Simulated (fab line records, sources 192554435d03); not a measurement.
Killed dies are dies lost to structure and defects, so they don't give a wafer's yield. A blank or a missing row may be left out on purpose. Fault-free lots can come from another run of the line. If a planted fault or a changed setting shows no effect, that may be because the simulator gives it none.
fab line records -- flow n5-finfet
record: lots: 7, wafers: 20, last-day: 18
route steps=1938 shown BEOL_M10@1516 PASSIVATION@1936
lots that met no fault: from a run of the same line without faults
start-h: the number of hours between the record's first day and the start of the first shown wafer of the lot -- wait-h: hours since the lot's step before -- " the same as in the row above -- L1.1+2: a single row standing in for several wafers -- - value missing, or start not given -- * or withheld: withheld -- < > ~ a bound
route shown NAME@n: NAME is a module with steps in the file, n the number in the route of the first one -- usual: mean and standard deviation over wafers with no fault -- same: alike in all rows -- chamber/n: place in a boat -- sites: the reading at each site -- _std_site: standard deviation across them -- _edge_site: inner sites' mean taken away from outer sites' mean -- radius-mm: for every site, how far away it sits from the centre of the wafer -- mask NAME#n: copy n -- behind: the last tool/chamber to shape the wafer -- hold: reason for holding the lot/hours on hold/outcome of the hold -- device: the transistor (n, p or np) that didn't switch -- end of line: tests of these same wafers at the route's end -- a step without rows: its recipe alone -- killed: the dies lost at the first sort to structure and to defects; this is not the yield of the wafer -- map: per-die view of a wafer (x killed, . not killed, _ where there is no die)
set.NAME: the setting that was run; set.NAME@STEP: the one run at that earlier step -- model.NAME: the simulator's own value behind a step, which no gauge read
lots at selected steps of the route; one table per step, one row per wafer
services: a tool's chamber out of use, with start hour (start-h, from the record's first day; less than 0 if before it), hours out, and reason
== steps ==
step: N5_BEOL_M10_HM_STRIP_39
recipe: chemistry: peroxide-tin-strip, material: TiN, target-depth-a: 250, temp-c: 50, time-s: 158
step: N5_BEOL_M10_SRD_40
recipe: time-s: 30, temp-c: 23, rinse-liquid: diw, dry: ipa-marangoni
step: N5_BEOL_M10_PRECLEAN_42
recipe: chemistry: residue-remover, time-s: 60, temp-c: 40
step: N5_BEOL_M10_SRD_43
recipe: time-s: 30, temp-c: 23, rinse-liquid: diw, dry: ipa-marangoni
step: N5_BEOL_M10_CD_MEAS_35
recipe: target-cd-nm: 70, polarity: opening
usual: cd-nm: 69.8/0.74
lot.wafer,tool,chamber,start-h,wait-h,cd-nm
L261.1,cd-sem-03,-,256.94,0.0,70.6
L261.3,cd-sem-03,-,256.94,0.0,70.0
L261.6,cd-sem-03,-,256.94,0.0,70.2
L262.4,cd-sem-03,-,263.82,0.0,70.1
L262.5,cd-sem-03,-,263.82,0.0,69.7
L262.6,cd-sem-03,-,263.82,0.0,69.0
L263.2,cd-sem-03,-,275.86,0.0,70.3
L263.4,cd-sem-03,-,275.86,0.0,70.0
L263.5,cd-sem-03,-,275.86,0.0,70.1
L265.1,cd-sem-01,-,291.24,0.0,70.8
L265.4,cd-sem-01,-,291.24,0.0,69.4
L265.5,cd-sem-01,-,291.24,0.0,70.4
L274.2,cd-sem-03,-,347.73,0.0,70.4
L274.4,cd-sem-03,-,347.73,0.0,70.4
L278.1,cd-sem-01,-,354.81,0.0,70.3
L278.4,cd-sem-01,-,354.81,0.0,70.2
L278.5,cd-sem-01,-,354.81,0.0,69.4
L277.1,cd-sem-02,-,364.38,0.0,68.6
L277.3,cd-sem-02,-,364.38,0.0,68.6
L277.5,cd-sem-02,-,364.38,0.0,69.5
step: N5_BEOL_M10_CURE_72
recipe: temp-c: 370, time-s: 120, ambient: DMADMS/He, material: SiCOH_lowk
step: N5_BEOL_M10_DEGAS_44
recipe: ambient: vacuum, temp-c: 250, time-s: 60
usual: heater-power-w: 335/42
lot.wafer,tool,chamber,start-h,wait-h,heater-power-w
L261.1,pvd-sputter-02,-,257.66,0.6,287
L261.3,pvd-sputter-02,-,257.66,0.6,323
L261.6,pvd-sputter-02,-,257.66,0.6,278
L262.4,pvd-sputter-03,-,264.21,0.1,369
L262.5,pvd-sputter-03,-,264.21,0.1,393
L262.6,pvd-sputter-03,-,264.21,0.1,332
L263.2,pvd-sputter-02,-,277.15,1.0,385
L263.4,pvd-sputter-02,-,277.15,1.0,326
L263.5,pvd-sputter-02,-,277.15,1.0,286
L265.1,pvd-sputter-03,-,292.42,1.0,278
L265.4,pvd-sputter-03,-,292.42,1.0,398
L265.5,pvd-sputter-03,-,292.42,1.0,383
L274.2,pvd-sputter-01,-,348.10,0.2,313
L274.4,pvd-sputter-01,-,348.10,0.2,385
L278.1,pvd-sputter-01,-,355.53,0.6,320
L278.4,pvd-sputter-01,-,355.53,0.6,288
L278.5,pvd-sputter-01,-,355.53,0.6,290
L277.1,pvd-sputter-03,-,365.13,0.7,272
L277.3,pvd-sputter-03,-,365.13,0.7,385
L277.5,pvd-sputter-03,-,365.13,0.7,316
step: N5_BEOL_M10_PRE_CLEAN_45
recipe: gas: H2/He, time-s: 30, temp-c: 250
usual: heater-power-w: 335/41
lot.wafer,tool,chamber,start-h,wait-h,heater-power-w
L261.1,pvd-sputter-02,-,257.70,0.0,279
L261.3,pvd-sputter-02,-,257.70,0.0,313
L261.6,pvd-sputter-02,-,257.70,0.0,281
L262.4,pvd-sputter-03,-,264.25,0.0,368
L262.5,pvd-sputter-03,-,264.25,0.0,386
L262.6,pvd-sputter-03,-,264.25,0.0,323
L263.2,pvd-sputter-02,-,277.19,0.0,378
L263.4,pvd-sputter-02,-,277.19,0.0,327
L263.5,pvd-sputter-02,-,277.19,0.0,283
L265.1,pvd-sputter-03,-,292.46,0.0,268
L265.4,pvd-sputter-03,-,292.46,0.0,394
L265.5,pvd-sputter-03,-,292.46,0.0,387
L274.2,pvd-sputter-01,-,348.14,0.0,318
L274.4,pvd-sputter-01,-,348.14,0.0,386
L278.1,pvd-sputter-01,-,355.57,0.0,322
L278.4,pvd-sputter-01,-,355.57,0.0,287
L278.5,pvd-sputter-01,-,355.57,0.0,279
L277.1,pvd-sputter-03,-,365.17,0.0,275
L277.3,pvd-sputter-03,-,365.17,0.0,386
L277.5,pvd-sputter-03,-,365.17,0.0,321
step: N5_BEOL_M10_ALD_74
recipe: material: TaN, target-thk-a: 20, temp-c: 275, ald-precursor-family: PDMAT, ald-co-reactant: NH3, pressure-torr: 3, carrier-flow-sccm: 1500, pulse-time-s: 2, purge-time-s: 3, co-reactant-purge-time-s: 2, co-reactant-pulse-time-s: 3, ald-cycles: 40, precursor-vessel-temp-c: 75, precursor-vessel-pressure-torr: 26.25, precursor-vessel-carrier-sccm: 1000
usual: heater-power-w: 418/51
same: ald-cycles: 40
lot.wafer,tool,chamber,start-h,wait-h,heater-power-w
L261.1,ald-metal-02,2,257.78,0.1,387
L261.3,ald-metal-02,1,257.78,0.1,369
L261.6,ald-metal-02,1,257.78,0.1,379
L262.4,ald-metal-02,0,264.31,0.0,465
L262.5,ald-metal-02,2,264.31,0.0,364
L262.6,ald-metal-02,1,264.31,0.0,373
L263.2,ald-metal-03,2,277.25,0.0,394
L263.4,ald-metal-03,3,277.25,0.0,332
L263.5,ald-metal-03,2,277.25,0.0,395
L265.1,ald-metal-01,1,292.55,0.1,479
L265.4,ald-metal-01,3,292.55,0.1,431
L265.5,ald-metal-01,1,292.55,0.1,463
L274.2,ald-metal-03,2,348.24,0.1,394
L274.4,ald-metal-03,1,348.24,0.1,426
L278.1,ald-metal-02,0,355.68,0.1,462
L278.4,ald-metal-02,1,355.68,0.1,380
L278.5,ald-metal-02,0,355.68,0.1,452
L277.1,ald-metal-03,2,365.46,0.3,391
L277.3,ald-metal-03,1,365.46,0.3,445
L277.5,ald-metal-03,0,365.46,0.3,404
step: N5_BEOL_M10_SURFACE_TREAT_76
recipe: gas: Ar, time-s: *, ion-energy-ev: *, ion-current-ma-cm2: 0.5, pressure-mtorr: *, ar-flow-sccm: 30
step: N5_BEOL_M10_CVD_75
recipe: material: Co, target-thk-a: 20, temp-c: withheld, precursor: CCTBA/H2, pressure-torr: 30, time-s: 138.9
step: N5_BEOL_M10_SPUTTER_48
recipe: material: Cu, target-thk-a: 120, temp-c: -20, bias-v: 60, power-w: 26000, chamber-pressure-pa: 0.13, time-s: 2
usual: cathode-dc-power-W: 26000/4.5, throttle-valve-pct: 30.2/0.62
lot.wafer,tool,chamber,start-h,wait-h,cathode-dc-power-W,throttle-valve-pct
L261.1,pvd-sputter-01,-,259.15,0.7,25997,30.0
L261.3,pvd-sputter-01,-,259.15,0.7,26002,29.7
L261.6,pvd-sputter-01,-,259.15,0.7,26002,30.2
L262.4,pvd-sputter-01,-,264.90,0.0,26001,29.7
L262.5,pvd-sputter-01,-,264.90,0.0,26007,29.8
L262.6,pvd-sputter-01,-,264.90,0.0,25992,30.1
L263.2,pvd-sputter-03,-,277.77,0.1,25994,29.5
L263.4,pvd-sputter-03,-,277.77,0.1,26002,30.2
L263.5,pvd-sputter-03,-,277.77,0.1,25995,30.1
L265.1,pvd-sputter-01,-,293.15,0.2,26006,29.7
L265.4,pvd-sputter-01,-,293.15,0.2,26002,30.2
L265.5,pvd-sputter-01,-,293.15,0.2,25997,30.3
L274.2,pvd-sputter-01,-,350.33,1.5,25999,29.7
L274.4,pvd-sputter-01,-,350.33,1.5,26005,30.3
L278.1,pvd-sputter-03,-,356.45,0.1,26002,30.2
L278.4,pvd-sputter-03,-,356.45,0.1,26000,29.5
L278.5,pvd-sputter-03,-,356.45,0.1,25995,29.6
L277.1,pvd-sputter-03,-,367.97,1.9,25997,30.4
L277.3,pvd-sputter-03,-,367.97,1.9,25999,31.7
L277.5,pvd-sputter-03,-,367.97,1.9,26007,29.3
step: N5_BEOL_M10_ECD_50
recipe: material: Cu, target-thk-a: 3180
lot.wafer,tool,chamber,start-h,wait-h,model.Cu_of_BEOL_M10_ECD_50.thk-nm
L261.1,ecd-cu-02,1,259.27,0.1,314.8
L261.3,ecd-cu-02,1,259.27,0.1,314.6
L261.6,ecd-cu-02,0,259.27,0.1,315.6
L262.4,ecd-cu-01,1,265.05,0.1,310.8
L262.5,ecd-cu-01,1,265.05,0.1,319
L262.6,ecd-cu-01,0,265.05,0.1,316.4
L263.2,ecd-cu-02,0,277.89,0.1,322
L263.4,ecd-cu-02,1,277.89,0.1,315.6
L263.5,ecd-cu-02,0,277.89,0.1,319.6
L265.1,ecd-cu-01,0,293.27,0.1,318
L265.4,ecd-cu-01,0,293.27,0.1,313.6
L265.5,ecd-cu-01,0,293.27,0.1,322.6
L274.2,ecd-cu-01,0,350.44,0.1,315.8
L274.4,ecd-cu-01,1,350.44,0.1,443.2
L278.1,ecd-cu-01,0,356.57,0.1,318
L278.4,ecd-cu-01,1,356.57,0.1,443.6
L278.5,ecd-cu-01,0,356.57,0.1,447
L277.1,ecd-cu-01,0,368.08,0.1,313
L277.3,ecd-cu-01,0,368.08,0.1,316.6
L277.5,ecd-cu-01,1,368.08,0.1,441.2
step: N5_BEOL_M10_ANNEAL_51
recipe: temp-c: 225, time-s: 90, ambient: N2
usual: wafer_temp_C_max: 225.75/0.25
lot.wafer,tool,chamber,start-h,wait-h,wafer_temp_C_max
L261.1,rtp-anneal-02,0,259.46,0.2,225.67
L261.3,rtp-anneal-02,0,259.46,0.2,225.76
L261.6,rtp-anneal-02,0,259.46,0.2,225.83
L262.4,rtp-anneal-02,0,265.81,0.7,225.39
L262.5,rtp-anneal-02,0,265.81,0.7,225.67
L262.6,rtp-anneal-02,0,265.81,0.7,225.77
L263.2,rtp-anneal-01,0,278.04,0.1,225.89
L263.4,rtp-anneal-01,0,278.04,0.1,225.59
L263.5,rtp-anneal-01,0,278.04,0.1,225.56
L265.1,rtp-anneal-02,0,293.38,0.1,225.42
L265.4,rtp-anneal-02,0,293.38,0.1,225.70
L265.5,rtp-anneal-02,0,293.38,0.1,225.63
L274.2,rtp-anneal-02,0,350.60,0.1,225.90
L274.4,rtp-anneal-02,0,350.60,0.1,225.84
L278.1,rtp-anneal-01,0,356.87,0.3,225.69
L278.4,rtp-anneal-01,0,356.87,0.3,225.76
L278.5,rtp-anneal-01,0,356.87,0.3,225.86
L277.1,rtp-anneal-02,0,368.41,0.3,225.92
L277.3,rtp-anneal-02,0,368.41,0.3,225.72
L277.5,rtp-anneal-02,0,368.41,0.3,225.72
step: N5_BEOL_M10_CMP_52
recipe: stop-on: SiCOH_lowk, t-overpolish-s: 7, down-force-psi: 1, platen-rpm: 50, clearing-platen-down-force-psi: 1.5, clearing-platen-rpm: 50, post-cmp-clean: cu-alkaline, target-thk-nm: 140, clearing-platen-pad-velocity-m-s: 0.99484, pad-velocity-m-s: 0.99484
usual: clearing-platen-down-force-psi: 1.500/0.003, head-pressure-psi: 1.0001/0.0021, motor-current-A: 6.1/0.78, slurry-flow-ml-min: 150.0/0.45, time-to-endpoint-s: 66/3.1
lot.wafer,tool,chamber,start-h,wait-h,clearing-platen-down-force-psi,head-pressure-psi,motor-current-A,slurry-flow-ml-min,time-to-endpoint-s
L261.1,cmp-04,0,259.76,0.3,1.499,1.0029,5.5,150.2,64
L261.3,cmp-04,1,259.76,0.3,1.501,1.0032,7.0,149.7,63
L261.6,cmp-04,1,259.76,0.3,1.499,1.0034,6.9,150.5,65
L262.4,cmp-03,1,266.10,0.2,1.499,1.0011,5.9,151.1,66
L262.5,cmp-03,2,266.10,0.2,1.503,0.9997,6.4,150.0,70
L262.6,cmp-03,3,266.10,0.2,1.500,1.0015,6.9,150.2,60
L263.4,cmp-01,2,278.29,0.1,1.504,0.9986,5.5,149.9,67
L263.2,cmp-01,3,278.29,0.1,1.493,0.9976,7.1,149.0,69
L263.5,cmp-01,2,278.29,0.1,1.503,1.0009,5.4,149.5,67
L265.4,cmp-01,2,293.71,0.2,1.503,1.0028,5.6,150.0,64
L265.1,cmp-01,3,293.71,0.2,1.501,0.9980,6.5,149.9,70
L265.5,cmp-01,2,293.71,0.2,1.499,1.0013,5.3,149.7,70
L274.4,cmp-03,3,351.04,0.3,1.500,1.0015,6.4,149.8,86
L274.2,cmp-03,0,351.04,0.3,1.500,1.0008,6.3,150.3,65
L278.1,cmp-04,2,357.24,0.3,1.501,1.0001,6.6,149.6,64
L278.4,cmp-04,3,357.24,0.3,1.506,0.9956,4.8,150.1,90
L278.5,cmp-04,0,357.24,0.3,1.499,0.9968,5.5,150.4,91
L277.3,cmp-04,0,368.71,0.2,1.499,1.0030,5.1,150.1,63
L277.1,cmp-04,3,368.71,0.2,1.503,0.9969,4.5,150.0,60
L277.5,cmp-04,1,368.71,0.2,1.504,1.0015,6.3,150.3,88
step: N5_BEOL_M10_THK_MEAS_53
recipe: thk-meas-gauge: xrf, reads: Cu_of_BEOL_M10_ECD_50
usual: M10_THK: 139.4/3
lot.wafer,tool,chamber,start-h,wait-h,M10_THK[nm]
L261.1,film-metro-02,-,260.05,-,140.5
L261.3,film-metro-02,-,260.05,-,136.1
L261.6,film-metro-02,-,260.05,-,136.0
L262.4,film-metro-02,-,266.28,-,138.1
L262.5,film-metro-02,-,266.28,-,140.9
L262.6,film-metro-02,-,266.28,-,137.8
L263.2,film-metro-01,-,278.59,-,135.8
L263.4,film-metro-01,-,278.59,-,142.4
L263.5,film-metro-01,-,278.59,-,134.2
L265.1,film-metro-02,-,293.97,-,148.2
L265.4,film-metro-02,-,293.97,-,144.1
L265.5,film-metro-02,-,293.97,-,139.2
L274.2,film-metro-02,-,351.26,-,141.9
L274.4,film-metro-02,-,351.26,-,137.5
L278.1,film-metro-02,-,357.46,-,138.4
L278.4,film-metro-02,-,357.46,-,138.6
L278.5,film-metro-02,-,357.46,-,140.4
L277.1,film-metro-02,-,369.00,-,136.9
L277.3,film-metro-02,-,369.00,-,136.0
L277.5,film-metro-02,-,369.00,-,136.0
step: N5_PASSIVATION_PROBE_49
usual: defect-limited-yield: 91.0/1.3, killed_at_M0_to_M3: 36/9.5, killed_at_M4_up: 14/5.6, killed-at-contacts: 12/6.4, killed-at-front-end: 40/10, killed-at-other: 3.2/3, killed-dies: 107/15, killed-on-rim: 15/4.5, killed-open: 69/12, killed-short: 35/7.7, sort_bin_5_function: 5.3/0.91, sort_bin_6_memory: 3.3/0.65, sort_bin_8_speed: 0.00/0.012, sort-n-pass: 1073/15, sort-yield-pct: 91.0/1.3
same: gross-dies: 1180, killed-at-back-side: 0, sort_bin_4_leakage[%]: 0
lot.wafer,tool,chamber,start-h,wait-h,defect-limited-yield[%],killed_at_M0_to_M3,killed_at_M4_up,killed-at-contacts,killed-at-front-end,killed-at-other,killed-dies,killed-on-rim,killed-open,killed-short,sort_bin_5_function[%],sort_bin_6_memory[%],sort_bin_8_speed[%],sort-n-pass,sort-yield-pct[%]
L262.4,prober-01,-,309.44,0.2,92.0,16,14,8,54,2,94,17,58,27,3.9,3.0,0,1086,92.0
L262.5,prober-01,-,309.49,0.2,90.8,41,14,7,42,5,109,14,78,29,5.3,3.3,0,1071,90.8
L262.6,prober-01,-,309.54,0.3,90.8,35,12,11,47,4,109,14,60,49,5.3,3.5,0,1071,90.8
L263.2,prober-02,-,335.80,0.1,92.5,31,22,3,33,0,89,12,58,29,4.9,2.6,0,1091,92.5
L263.4,prober-02,-,335.90,0.2,90.4,38,21,9,45,0,113,12,68,43,4.8,4.5,0,1067,90.4
L263.5,prober-02,-,335.95,0.2,90.2,33,18,12,52,1,116,22,75,38,6.6,2.8,0.08,1064,90.2
L265.5,prober-01,-,346.47,0.2,92.0,24,13,10,43,4,94,13,55,34,4.7,2.7,0,1086,92.0
L274.2,prober-02,-,404.66,0.1,90.1,54,16,6,41,0,117,8,70,43,5.8,3.6,0,1063,90.1
L274.4,prober-02,-,404.76,0.2,90.6,31,8,7,65,0,111,8,68,39,6.1,3.0,0,1069,90.6
L278.1,prober-01,-,410.00,0.0,92.1,20,19,24,29,1,93,9,63,29,4.3,3.4,0,1087,92.1
L278.4,prober-01,-,410.15,0.2,91.4,35,13,29,22,2,101,10,76,23,5.3,3.1,0,1079,91.4
L278.5,prober-01,-,410.20,0.2,90.8,42,14,14,36,3,109,9,63,44,5.1,3.9,0,1071,90.8
killed by level:class
L262.4 FIN_SAQP:geometric-particle:open=11 HKMG_FIN:area-etch=9 FIN_SAQP:geometric-particle:short=7 BEOL_M4:geometric-particle:open=7 STI_FIN_REVEAL:geometric-particle:open=6 MOL_CONTACT_COAG:geometric-particle:open=6 DUMMY_GATE:geometric-particle:open=5 BEOL_M3:geometric-particle:open=5
L262.5 FIN_SAQP:geometric-particle:open=11 BEOL_M3:geometric-particle:open=10 BEOL_M0_SAQP:geometric-particle:short=9 BEOL_M1:geometric-particle:open=8 DUMMY_GATE:geometric-particle:open=6 MOL_CONTACT_COAG:geometric-particle:open=6 STI_FIN_REVEAL:geometric-particle:open=5 GATE_CUT:geometric-particle:short=5
L262.6 FIN_SAQP:geometric-particle:short=11 MOL_CONTACT_COAG:geometric-particle:open=9 FIN_SAQP:geometric-particle:open=8 BEOL_M0_SAQP:geometric-particle:short=8 BEOL_M3:geometric-particle:open=8 BEOL_M3:geometric-particle:short=8 BEOL_M0_SAQP:geometric-particle:open=7 BEOL_M4:geometric-particle:open=7
L263.2 BEOL_M0_SAQP:geometric-particle:open=14 BEOL_M0_SAQP:geometric-particle:short=9 FIN_SAQP:geometric-particle:short=7 BEOL_M4:geometric-particle:open=6 STI_FIN_REVEAL:geometric-particle:open=6 BEOL_M3:geometric-particle:open=5 STARTING-WAFER:geometric-particle:short=5 FIN_SAQP:geometric-particle:open=4
L263.4 BEOL_M0_SAQP:geometric-particle:short=10 BEOL_M1:geometric-particle:open=9 BEOL_M0_SAQP:geometric-particle:open=8 FIN_SAQP:geometric-particle:open=6 FIN_SAQP:geometric-particle:short=6 GATE_CUT:geometric-particle:short=6 GATE_CUT:geometric-particle:open=6 MOL_CONTACT_COAG:geometric-particle:open=6
L263.5 FIN_SAQP:geometric-particle:open=13 BEOL_M0_SAQP:geometric-particle:open=11 STI_FIN_REVEAL:geometric-particle:open=9 FIN_SAQP:geometric-particle:short=8 MOL_CONTACT_COAG:geometric-particle:open=8 BEOL_M0_SAQP:geometric-particle:short=8 BEOL_M3:geometric-particle:open=6 BEOL_M4:geometric-particle:open=6
L265.5 FIN_SAQP:geometric-particle:open=9 BEOL_M4:geometric-particle:open=8 BEOL_M0:geometric-particle:open=7 GATE_CUT:geometric-particle:short=5 MOL_CONTACT_COAG:geometric-particle:open=5 MOL_CONTACT_COAG:geometric-particle:short=5 STARTING-WAFER:geometric-particle:open=5 FIN_SAQP:geometric-particle:short=4
L274.2 BEOL_M0_SAQP:geometric-particle:short=15 BEOL_M0_SAQP:geometric-particle:open=15 FIN_SAQP:geometric-particle:short=14 FIN_SAQP:geometric-particle:open=9 BEOL_M1:geometric-particle:open=6 BEOL_M2:geometric-particle:open=5 BEOL_M3:geometric-particle:open=5 BEOL_M4:geometric-particle:open=5
L274.4 FIN_SAQP:geometric-particle:short=21 FIN_SAQP:geometric-particle:open=17 BEOL_M0_SAQP:geometric-particle:short=8 STI_FIN_REVEAL:geometric-particle:open=7 MOL_CONTACT_COAG:geometric-particle:open=7 BEOL_M0_SAQP:geometric-particle:open=7 STI_FIN_REVEAL:geometric-particle:short=4 DUMMY_GATE:geometric-particle:open=4
L278.1 MOL_CONTACT_COAG:geometric-particle:open=17 BEOL_M4:geometric-particle:open=10 BEOL_M1:geometric-particle:open=7 MOL_CONTACT_COAG:geometric-particle:short=6 FIN_SAQP:geometric-particle:short=5 DUMMY_GATE:geometric-particle:open=5 BEOL_M3:geometric-particle:open=5 FIN_SAQP:geometric-particle:open=4
L278.4 MOL_CONTACT_COAG:geometric-particle:open=27 BEOL_M0_SAQP:geometric-particle:open=8 BEOL_M2:geometric-particle:open=7 BEOL_M4:geometric-particle:open=7 STI_FIN_REVEAL:geometric-particle:open=5 BEOL_M1:geometric-particle:open=4 BEOL_M2:geometric-particle:short=4 BEOL_M7:geometric-particle:open=4
L278.5 BEOL_M0_SAQP:geometric-particle:open=13 BEOL_M0_SAQP:geometric-particle:short=12 MOL_CONTACT_COAG:geometric-particle:open=11 FIN_SAQP:geometric-particle:short=10 BEOL_M4:geometric-particle:open=7 FIN_SAQP:geometric-particle:open=4 STI_FIN_REVEAL:geometric-particle:open=4 BEOL_M2:geometric-particle:open=4
== services ==
tool,chamber,start-h,hours,kind
cmp-03,-,234.65,6.3,repair
ald-metal-03,-,234.85,8.7,pm
cmp-04,-,239.57,4.0,pm
cmp-03,-,242.27,2.7,repair
cmp-04,-,243.57,-,consumable-replace:conditioner
cmp-04,-,243.57,-,consumable-replace:pad
ald-metal-03,0,250.12,27.4,repair
ald-metal-02,3,253.00,4.2,repair
ald-metal-02,-,262.73,0.6,repair
pvd-sputter-01,-,265.37,5.6,repair
cmp-04,-,265.77,0.9,repair
ald-metal-02,-,283.56,8.7,pm
cmp-03,-,294.90,1.3,repair
cmp-01,-,319.03,0.4,repair
cmp-03,-,320.45,4.0,pm
cmp-03,-,324.45,-,consumable-replace:conditioner
cmp-03,-,324.45,-,consumable-replace:pad
cmp-03,-,327.85,5.0,pm
cmp-03,-,332.90,6.2,pm
cmp-01,-,350.53,1.4,repair
pvd-sputter-02,-,350.92,15.4,repair
pvd-sputter-01,-,363.81,5.6,repair
pvd-sputter-02,-,366.68,18.9,repair
== key ==
first-sign: step: N5_BEOL_M10_CMP_52, reading: time-to-endpoint-s, direction: up, sigmas: 7.4, usual: *, struck: *
effect none on later readings
model-effect: step: N5_BEOL_M10_ECD_50, value: Cu_of_BEOL_M10_ECD_50.thk-nm, without: 316, struck: 443.8
met-at N5_BEOL_M10_ECD_50
struck-wafers L274.4,L277.5,L278.4,L278.5
onset-between 293.27 350.44
fault: kind: process-parameter-drift, tool: ecd-cu-01, chamber: -, onset-h: 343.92, steps: N5_BEOL_M10_ECD_50, channel: target-thk-a, offset: *, shape: step, end-h: 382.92, scope: struck-wafers-only, acts-in: *, stated: *
